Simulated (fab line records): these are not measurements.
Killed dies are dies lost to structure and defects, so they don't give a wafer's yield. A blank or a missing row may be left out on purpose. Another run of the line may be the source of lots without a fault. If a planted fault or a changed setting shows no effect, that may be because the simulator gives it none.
What tool caused it?	flow nandHarc	21 wafers from 7 lots sampled at 3 of the route's 1302 steps

## WHAT EACH GAUGE READ, for each wafer
NHARC_P_M2_INSPECT_27.
lot	measured	on	rawDefectCount
L304	day 7 04:28	defectInspect-02	287 327 319
L306	day 7 17:10	defectInspect-02	162 345 256
L315	day 11 17:22	defectInspect-01	234 176 349
L318	day 13 01:26	defectInspect-02	380 445 466
L320	day 13 15:04	defectInspect-02	309 463 345
L322	day 14 05:37	defectInspect-01	228 347 245
L325	day 15 17:52	defectInspect-01	396 281 428

## WHICH TOOL RAN EACH LOT (tool, then ch and the chambers of the sampled wafers, then the start)
lot	NHARC_P_M2_PVD_20	NHARC_P_M2_PVD_21
L304	pvdSputter-01, day 7 02:58	pvdSputter-01, day 7 04:28 or earlier
L306	pvdSputter-01, day 7 15:44	pvdSputter-01, day 7 17:10 or earlier
L315	pvdSputter-02, day 11 15:55	pvdSputter-02, day 11 17:22 or earlier
L318	pvdSputter-01, day 13 00:01	pvdSputter-01, day 13 01:26 or earlier
L320	pvdSputter-02, day 13 13:37	pvdSputter-02, day 13 15:04 or earlier
L322	pvdSputter-01, day 14 04:12	pvdSputter-01, day 14 05:37 or earlier
L325	pvdSputter-01, day 15 16:27	pvdSputter-01, day 15 17:52 or earlier
- NHARC_P_M2_PVD_20: deposits TaN, target thk 5 nm, time 8.06 s.
- NHARC_P_M2_PVD_21: deposits Cu, target thk 30 nm, time 20.49 s.

## THE ANSWER, worked out from the rows above alone
Rule: usual is defined by the lots themselves. The widest of any qualifying gaps counts: lots, ordered by their means at a reading, are off when they make up no more than a third of the lots, leave a main group of 4 or more, and stand apart from it by 3 or more times the standard deviation of that group's means. If all means in a main group match to the digits the tables above print for the reading, that group is not used. Also off: a lot with no number at a reading for which 4 or more lots have one. Where the step has rows for the other lots, those lots are counted as sound.
Nothing can be told from this: no lot is off at any reading shown.

## WHAT THE SIMULATOR PUT IN
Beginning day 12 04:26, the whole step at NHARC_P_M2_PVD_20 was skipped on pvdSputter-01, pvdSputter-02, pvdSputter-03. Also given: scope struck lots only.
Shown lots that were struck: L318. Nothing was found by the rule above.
